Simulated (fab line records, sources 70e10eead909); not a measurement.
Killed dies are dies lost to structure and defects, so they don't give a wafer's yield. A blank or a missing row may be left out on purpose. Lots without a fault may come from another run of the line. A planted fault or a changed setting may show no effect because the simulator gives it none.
Chamber matching | flow nand_harc | NHARC_A_SGD_CUT_DESCUM_14 on rie_diel-01: 4 sister chambers
The step chemistry O2, time 3 s. 8 wafers are shown with their chamber, then 12 later ones without.

WAFERS WITH THEIR CHAMBER
wafer  | chamber | drypump_motor_current_A (A) | oes_product_au (a.u.)
L077.5 | 3       | 6.3                         | 1.005
L082.5 | 2       | 5.6                         | 0.989
L082.3 | 1       | 5.3                         | 0.991
L089.1 | 2       | 5.6                         | 0.994
L089.6 | 3       | 6.2                         | 0.991
L091.3 | 0       | 5.6                         | 1.011
L091.5 | 0       | 5.6                         | 0.995
L091.6 | 1       | 5.4                         | 0.988

WAFERS WITHOUT THEIR CHAMBER
wafer  | drypump_motor_current_A (A) | oes_product_au (a.u.)
L091.1 | 6.2                         | 1.006
L091.2 | 5.6                         | 1.003
L091.4 | 5.4                         | 0.989
L093.2 | 5.6                         | 1.002
L093.4 | 5.4                         | 0.995
L093.6 | 5.6                         | 1.003
L096.1 | 6.3                         | 0.993
L096.3 | 5.6                         | 1.001
L096.5 | 5.6                         | 1.014
L097.1 | 5.6                         | 0.999
L097.2 | 5.6                         | 1.003
L097.3 | 6.3                         | 1.000

WHICH CHAMBER EACH WENT THROUGH
wafer  | from the rows above     | in truth
L091.1 | 3                       | 3
L091.2 | can't be placed: 0 or 2 | 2
L091.4 | 1                       | 1
L093.2 | can't be placed: 0 or 2 | 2
L093.4 | 1                       | 1
L093.6 | can't be placed: 0 or 2 | 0
L096.1 | 3                       | 3
L096.3 | can't be placed: 0 or 2 | 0
L096.5 | can't be placed: 0 or 2 | 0
L097.1 | can't be placed: 0 or 2 | 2
L097.2 | can't be placed: 0 or 2 | 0
L097.3 | 3                       | 3
Placed correctly: 5 of 12. Can't be placed from these rows: 7 (the true chamber is among the candidates in 7). Placed wrongly: 0.
How it was worked out, from the rows above alone: a wafer's distance from a chamber is the root of the sum, over the readings, of the square of ((its reading less the chamber's mean) divided by the reading's scatter). The wafer belongs to the nearest chamber; if the next one is less than 2 further off, it can't be placed. A chamber's mean is the mean of its shown wafers. The scatter: the root of (the sum of the squares of (reading less its chamber's mean) over the shown wafers, divided by (wafers less chambers)).
